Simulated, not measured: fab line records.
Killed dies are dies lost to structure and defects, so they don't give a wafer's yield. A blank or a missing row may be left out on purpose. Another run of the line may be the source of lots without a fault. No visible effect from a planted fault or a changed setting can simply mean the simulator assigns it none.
Which of the tools did it? :: flow n5Finfet :: 9 lots, 26 wafers sampled, at 5 steps of a route of 1938

## WHAT EACH GAUGE READ, for each wafer
N5_BEOL_M4_RC_MEAS_101. Usual: DIBL_N 36.1 mV/V, standard deviation 1.6; DIBL_P 36.6 mV/V, standard deviation 1.9; IOFF_N 0.160 nA/um, standard deviation 0.026; IOFF_P 0.210 nA/um, standard deviation 0.028; ION_N 677 uA/um, standard deviation 10; ION_P 464 uA/um, standard deviation 6.9; SS_N 71.4 mV/dec, standard deviation 0.56; SS_P 73.3 mV/dec, standard deviation 0.61; VT_N 249.1 mV, standard deviation 2.6; VT_P -250 mV, standard deviation 3.3.
lot: L779
measured: day 7 23:26
on: prober-01
DIBL_N (mV/V): 36.5 38.0 36.2
DIBL_P (mV/V): 35.3 38.2 35.1
IOFF_N (nA/um): 0.142 0.173 0.145
IOFF_P (nA/um): 0.179 0.216 0.173
ION_N (uA/um): 670 682 679
ION_P (uA/um): 466 468 460
SS_N (mV/dec): 71.4 71.7 71.7
SS_P (mV/dec): 73.5 74.4 73.0
VT_N (mV): 250.7 249.5 250.8
VT_P (mV): -255 -250 -255
flag: 

lot: L781
measured: day 8 13:53
on: prober-01
DIBL_N (mV/V): 36.4 34.7 35.3
DIBL_P (mV/V): 38.0 36.5 36.5
IOFF_N (nA/um): 0.166 0.136 0.143
IOFF_P (nA/um): 0.235 0.211 0.214
ION_N (uA/um): 695 672 683
ION_P (uA/um): 483 472 473
SS_N (mV/dec): 71.1 71.5 71.5
SS_P (mV/dec): 73.5 72.5 73.6
VT_N (mV): 247.1 252.0 250.8
VT_P (mV): -245 -249 -247
flag: 

lot: L783
measured: day 9 15:33
on: prober-02
DIBL_N (mV/V): 35.6 34.9 33.4
DIBL_P (mV/V): 36.2 35.3 33.9
IOFF_N (nA/um): 0.157 0.144 0.128
IOFF_P (nA/um): 0.204 0.190 0.175
ION_N (uA/um): 668 678 662
ION_P (uA/um): 458 466 460
SS_N (mV/dec): 71.2 70.7 71.4
SS_P (mV/dec): 73.5 73.0 72.2
VT_N (mV): 250.6 251.0 250.9
VT_P (mV): -252 -250 -254
flag: 

lot: L785
measured: day 9 23:47
on: prober-01
DIBL_N (mV/V): 38.0 37.6 38.1
DIBL_P (mV/V): 38.7 38.7 38.3
IOFF_N (nA/um): 0.172 0.176 0.159
IOFF_P (nA/um): 0.209 0.210 0.192
ION_N (uA/um): 681 683 679
ION_P (uA/um): 461 456 459
SS_N (mV/dec): 71.2 71.5 71.7
SS_P (mV/dec): 73.9 74.3 73.7
VT_N (mV): 251.7 246.0 251.9
VT_P (mV): -252 -253 -253
flag: 

lot: L788
measured: day 10 19:41
on: prober-01
DIBL_N (mV/V): 37.0 36.6
DIBL_P (mV/V): 36.2 34.9
IOFF_N (nA/um): 0.134 0.134
IOFF_P (nA/um): 0.190 0.172
ION_N (uA/um): 681 663
ION_P (uA/um): 463 460
SS_N (mV/dec): 71.4 70.8
SS_P (mV/dec): 73.1 73.1
VT_N (mV): 250.9 252.4
VT_P (mV): -253 -254
flag: 

lot: L796
measured: day 12 20:09
on: prober-01
DIBL_N (mV/V): 37.3 38.5 37.3
DIBL_P (mV/V): 38.8 41.1 39.1
IOFF_N (nA/um): 0.190 0.215 0.184
IOFF_P (nA/um): 0.216 0.266 0.224
ION_N (uA/um): 691 694 680
ION_P (uA/um): 462 470 460
SS_N (mV/dec): 72.7 72.8 72.4
SS_P (mV/dec): 73.5 73.8 72.9
VT_N (mV): 250.1 246.7 249.1
VT_P (mV): -250 -249 -251
flag: 

lot: L798
measured: day 12 19:46
on: prober-02
DIBL_N (mV/V): 38.1 33.5 35.5
DIBL_P (mV/V): 39.7 34.0 36.6
IOFF_N (nA/um): 0.212 0.131 0.159
IOFF_P (nA/um): 0.267 0.178 0.222
ION_N (uA/um): 687 685 686
ION_P (uA/um): 473 471 474
SS_N (mV/dec): 71.9 70.5 70.9
SS_P (mV/dec): 74.3 72.3 73.9
VT_N (mV): 243.8 251.5 248.0
VT_P (mV): -244 -249 -243
flag: 

lot: L800
measured: day 13 23:40
on: prober-02
DIBL_N (mV/V): 37.6 35.0 35.9
DIBL_P (mV/V): 38.1 36.6 36.8
IOFF_N (nA/um): 0.174 0.144 0.145
IOFF_P (nA/um): 0.210 0.189 0.185
ION_N (uA/um): 688 675 672
ION_P (uA/um): 464 459 452
SS_N (mV/dec): 71.7 71.2 71.4
SS_P (mV/dec): 73.8 72.9 73.8
VT_N (mV): 248.4 250.1 251.0
VT_P (mV): -252 -255 -253
flag: 

lot: L801
measured: day 13 07:43
on: prober-02
DIBL_N (mV/V): 35.4 34.4 36.7
DIBL_P (mV/V): 33.3 33.6 35.4
IOFF_N (nA/um): 0.125 0.127 0.148
IOFF_P (nA/um): 0.197 0.199 0.233
ION_N (uA/um): 661 671 662
ION_P (uA/um): 459 469 463
SS_N (mV/dec): 71.2 70.7 71.7
SS_P (mV/dec): 73.2 73.0 73.4
VT_N (mV): 252.5 251.0 249.6
VT_P (mV): -250 -249 -249
flag: 

## WHICH TOOL RAN EACH LOT (tool, then ch and the chambers of the sampled wafers, then the start)
lot: L779
N5_BEOL_M0_TRENCH_ETCH_107: rieDiel-06 ch 0,1,2, day 6 02:41
N5_BEOL_M0_STRIP_142: rieDiel-06 ch 0,1,2, day 6 02:44
N5_BEOL_M0_DEGAS_112: pvdSputter-03, day 6 03:20
N5_BEOL_M0_ALD_136: aldMetal-01 ch 1,2, day 6 03:27

lot: L781
N5_BEOL_M0_TRENCH_ETCH_107: rieDiel-01 ch 0,3, day 6 14:36
N5_BEOL_M0_STRIP_142: rieDiel-01 ch 0,3, day 6 14:37
N5_BEOL_M0_DEGAS_112: pvdSputter-03, day 6 15:57
N5_BEOL_M0_ALD_136: aldMetal-02 ch 1,2, day 6 16:03

lot: L783
N5_BEOL_M0_TRENCH_ETCH_107: rieDiel-02 ch 1,3, day 7 07:17
N5_BEOL_M0_STRIP_142: rieDiel-02 ch 1,3, day 7 07:18
N5_BEOL_M0_DEGAS_112: pvdSputter-02, day 7 07:46
N5_BEOL_M0_ALD_136: aldMetal-02 ch 0,2,3, day 7 07:52

lot: L785
N5_BEOL_M0_TRENCH_ETCH_107: rieDiel-06 ch 0,1,2, day 7 21:53
N5_BEOL_M0_STRIP_142: rieDiel-06 ch 0,1,2, day 7 21:55
N5_BEOL_M0_DEGAS_112: pvdSputter-02, day 7 22:52
N5_BEOL_M0_ALD_136: aldMetal-01 ch 1,2,3, day 7 22:58

lot: L788
N5_BEOL_M0_TRENCH_ETCH_107: rieDiel-06 ch 0,2, day 8 09:56
N5_BEOL_M0_STRIP_142: rieDiel-06 ch 0,2, day 8 09:57
N5_BEOL_M0_DEGAS_112: pvdSputter-01, day 8 12:43
N5_BEOL_M0_ALD_136: aldMetal-02 ch 0,3, day 8 13:02

lot: L796
N5_BEOL_M0_TRENCH_ETCH_107: rieDiel-01 ch 0,1, day 9 22:37
N5_BEOL_M0_STRIP_142: rieDiel-01 ch 0,1, day 9 22:38
N5_BEOL_M0_DEGAS_112: pvdSputter-01, day 9 23:32
N5_BEOL_M0_ALD_136: aldMetal-03 ch 0,1,2, day 9 23:39

lot: L798
N5_BEOL_M0_TRENCH_ETCH_107: rieDiel-02 ch 0,2, day 10 21:10
N5_BEOL_M0_STRIP_142: rieDiel-02 ch 0,2, day 10 21:11
N5_BEOL_M0_DEGAS_112: pvdSputter-01, day 10 21:53
N5_BEOL_M0_ALD_136: aldMetal-01 ch 0,1, day 10 22:00

lot: L800
N5_BEOL_M0_TRENCH_ETCH_107: rieDiel-02 ch 0,2,3, day 11 03:56
N5_BEOL_M0_STRIP_142: rieDiel-02 ch 0,2,3, day 11 03:57
N5_BEOL_M0_DEGAS_112: pvdSputter-02, day 11 04:59
N5_BEOL_M0_ALD_136: aldMetal-02 ch 2,3, day 11 05:07

lot: L801
N5_BEOL_M0_TRENCH_ETCH_107: rieDiel-06 ch 0,2,3, day 11 12:03
N5_BEOL_M0_STRIP_142: rieDiel-06 ch 0,2,3, day 11 12:04
N5_BEOL_M0_DEGAS_112: pvdSputter-03, day 11 12:52
N5_BEOL_M0_ALD_136: aldMetal-02 ch 1,2, day 11 13:02
- N5_BEOL_M0_TRENCH_ETCH_107: etches SiOC in C4F6/O2, target depth 32.8 nm, time 16.4 s.
- N5_BEOL_M0_STRIP_142: strips in N2/H2, time 10 s.
- N5_BEOL_M0_DEGAS_112: time 60 s.
- N5_BEOL_M0_ALD_136: deposits TaN, pulse time 2 s, purge time 3 s, co reactant purge time 2 s.

## WHAT THE TOOLS THEMSELVES READ (means of the sampled wafers that have a number; where no wafer has one, the mark that the record gives instead)
N5_BEOL_M0_TRENCH_ETCH_107. Usual: drypumpMotorCurrentA 5.5 A, standard deviation 0.34; oesProductAu 0.76 a.u., standard deviation 0.08; rfVppV 665 V, standard deviation 13; showerheadPlenumPTorr 2.91 Torr, standard deviation 0.064; throttleValvePct 20.89 %, standard deviation 0.13.
lot: L779
tool: rieDiel-06
drypumpMotorCurrentA (A): 5.2
oesProductAu (a.u.): 0.75
rfVppV (V): 679
showerheadPlenumPTorr (Torr): 2.97
throttleValvePct (%): 20.85
flag: 

lot: L781
tool: rieDiel-01
drypumpMotorCurrentA (A): 5.4
oesProductAu (a.u.): 0.72
rfVppV (V): 661
showerheadPlenumPTorr (Torr): 2.88
throttleValvePct (%): 20.82
flag: 

lot: L783
tool: rieDiel-02
drypumpMotorCurrentA (A): 5.8
oesProductAu (a.u.): 0.74
rfVppV (V): 665
showerheadPlenumPTorr (Torr): 2.88
throttleValvePct (%): 20.95
flag: 

lot: L785
tool: rieDiel-06
drypumpMotorCurrentA (A): 5.2
oesProductAu (a.u.): 0.75
rfVppV (V): 679
showerheadPlenumPTorr (Torr): 2.96
throttleValvePct (%): 20.86
flag: 

lot: L788
tool: rieDiel-06
drypumpMotorCurrentA (A): 5.1
oesProductAu (a.u.): 0.76
rfVppV (V): 678
showerheadPlenumPTorr (Torr): 2.98
throttleValvePct (%): 20.93
flag: 

lot: L796
tool: rieDiel-01
drypumpMotorCurrentA (A): 5.8
oesProductAu (a.u.): 0.72
rfVppV (V): 643
showerheadPlenumPTorr (Torr): 2.91
throttleValvePct (%): 20.81
flag: 

lot: L798
tool: rieDiel-02
drypumpMotorCurrentA (A): 5.3
oesProductAu (a.u.): 0.75
rfVppV (V): 670
showerheadPlenumPTorr (Torr): 2.95
throttleValvePct (%): 20.94
flag: 

lot: L800
tool: rieDiel-02
drypumpMotorCurrentA (A): 5.5
oesProductAu (a.u.): 0.77
rfVppV (V): 665
showerheadPlenumPTorr (Torr): 2.91
throttleValvePct (%): 20.93
flag: 

lot: L801
tool: rieDiel-06
drypumpMotorCurrentA (A): 5.2
oesProductAu (a.u.): 0.78
rfVppV (V): 667
showerheadPlenumPTorr (Torr): 2.90
throttleValvePct (%): 20.97
flag: 

N5_BEOL_M0_STRIP_142. Usual: drypumpMotorCurrentA 5.5 A, standard deviation 0.34; h2FlowSccm 199.9 sccm, standard deviation 0.55; oesProductAu 0.76 a.u., standard deviation 0.08; rfVppV 59.3 V, standard deviation 0.85; showerheadPlenumPTorr 2.59 Torr, standard deviation 0.063; throttleValvePct 23.69 %, standard deviation 0.25.
lot: L779
tool: rieDiel-06
drypumpMotorCurrentA (A): 5.2
h2FlowSccm (sccm): 199.7
oesProductAu (a.u.): 0.76
rfVppV (V): 60.1
showerheadPlenumPTorr (Torr): 2.63
throttleValvePct (%): 23.62
flag: 

lot: L781
tool: rieDiel-01
drypumpMotorCurrentA (A): 5.4
h2FlowSccm (sccm): 200.3
oesProductAu (a.u.): 0.73
rfVppV (V): 60.0
showerheadPlenumPTorr (Torr): 2.55
throttleValvePct (%): 23.60
flag: 

lot: L783
tool: rieDiel-02
drypumpMotorCurrentA (A): 5.8
h2FlowSccm (sccm): 199.9
oesProductAu (a.u.): 0.74
rfVppV (V): 58.2
showerheadPlenumPTorr (Torr): 2.57
throttleValvePct (%): 23.76
flag: 

lot: L785
tool: rieDiel-06
drypumpMotorCurrentA (A): 5.3
h2FlowSccm (sccm): 200.1
oesProductAu (a.u.): 0.75
rfVppV (V): 59.6
showerheadPlenumPTorr (Torr): 2.63
throttleValvePct (%): 23.64
flag: 

lot: L788
tool: rieDiel-06
drypumpMotorCurrentA (A): 5.1
h2FlowSccm (sccm): 200.6
oesProductAu (a.u.): 0.76
rfVppV (V): 59.6
showerheadPlenumPTorr (Torr): 2.65
throttleValvePct (%): 23.85
flag: 

lot: L796
tool: rieDiel-01
drypumpMotorCurrentA (A): 5.8
h2FlowSccm (sccm): 200.8
oesProductAu (a.u.): 0.72
rfVppV (V): 58.6
showerheadPlenumPTorr (Torr): 2.59
throttleValvePct (%): 23.65
flag: 

lot: L798
tool: rieDiel-02
drypumpMotorCurrentA (A): 5.4
h2FlowSccm (sccm): 199.8
oesProductAu (a.u.): 0.75
rfVppV (V): 59.2
showerheadPlenumPTorr (Torr): 2.63
throttleValvePct (%): 23.65
flag: 

lot: L800
tool: rieDiel-02
drypumpMotorCurrentA (A): 5.5
h2FlowSccm (sccm): 200.5
oesProductAu (a.u.): 0.76
rfVppV (V): 59.7
showerheadPlenumPTorr (Torr): 2.61
throttleValvePct (%): 23.65
flag: 

lot: L801
tool: rieDiel-06
drypumpMotorCurrentA (A): 5.3
h2FlowSccm (sccm): 199.8
oesProductAu (a.u.): 0.79
rfVppV (V): 59.0
showerheadPlenumPTorr (Torr): 2.58
throttleValvePct (%): 23.84
flag: 

N5_BEOL_M0_DEGAS_112. Usual: heaterPowerW at 325 W, with a standard deviation of 33.
lot: L779
tool: pvdSputter-03
heaterPowerW (W): 293
flag: 

lot: L781
tool: pvdSputter-03
heaterPowerW (W): 310
flag: 

lot: L783
tool: pvdSputter-02
heaterPowerW (W): 318
flag: 

lot: L785
tool: pvdSputter-02
heaterPowerW (W): 326
flag: 

lot: L788
tool: pvdSputter-01
heaterPowerW (W): 352
flag: 

lot: L796
tool: pvdSputter-01
heaterPowerW (W): 340
flag: 

lot: L798
tool: pvdSputter-01
heaterPowerW (W): 307
flag: 

lot: L800
tool: pvdSputter-02
heaterPowerW (W): 340
flag: 

lot: L801
tool: pvdSputter-03
heaterPowerW (W): 354
flag: 

N5_BEOL_M0_ALD_136. Usual: heaterPowerW 434 W, standard deviation 41; precursorVesselCarrierSccm 1000.2 sccm, standard deviation 3.
lot: L779
tool: aldMetal-01
heaterPowerW (W): 430
precursorVesselCarrierSccm (sccm): 1000.1
flag: 

lot: L781
tool: aldMetal-02
heaterPowerW (W): 448
precursorVesselCarrierSccm (sccm): 998.0
flag: 

lot: L783
tool: aldMetal-02
heaterPowerW (W): 443
precursorVesselCarrierSccm (sccm): 997.6
flag: 

lot: L785
tool: aldMetal-01
heaterPowerW (W): 420
precursorVesselCarrierSccm (sccm): 1002.0
flag: 

lot: L788
tool: aldMetal-02
heaterPowerW (W): 436
precursorVesselCarrierSccm (sccm): 1001.5
flag: 

lot: L796
tool: aldMetal-03
heaterPowerW (W): 462
precursorVesselCarrierSccm (sccm): 1000.7
flag: 

lot: L798
tool: aldMetal-01
heaterPowerW (W): 404
precursorVesselCarrierSccm (sccm): 1002.0
flag: 

lot: L800
tool: aldMetal-02
heaterPowerW (W): 468
precursorVesselCarrierSccm (sccm): 1003.2
flag: 

lot: L801
tool: aldMetal-02
heaterPowerW (W): 464
precursorVesselCarrierSccm (sccm): 997.8
flag: 

## THE ANSWER, worked out from the rows above alone
Rule: a lot is off if the mean of its wafers that have a number lies more than 3 standard deviations from the usual mean. A lot without any number at a reading at which 4 lots or more have one is off too. Any other lot the step has rows for is counted as sound. The gauges are gone through in route order, then the tools' own readings, and for those a lot's mean is taken as printed above. The first step at which some lot is off is used, and at that step the reading that is off furthest; a lot without a number counts as furthest.
Across all readings shown, no lot is off: no conclusion can be drawn from this.

## WHAT THE SIMULATOR HAD INSERTED
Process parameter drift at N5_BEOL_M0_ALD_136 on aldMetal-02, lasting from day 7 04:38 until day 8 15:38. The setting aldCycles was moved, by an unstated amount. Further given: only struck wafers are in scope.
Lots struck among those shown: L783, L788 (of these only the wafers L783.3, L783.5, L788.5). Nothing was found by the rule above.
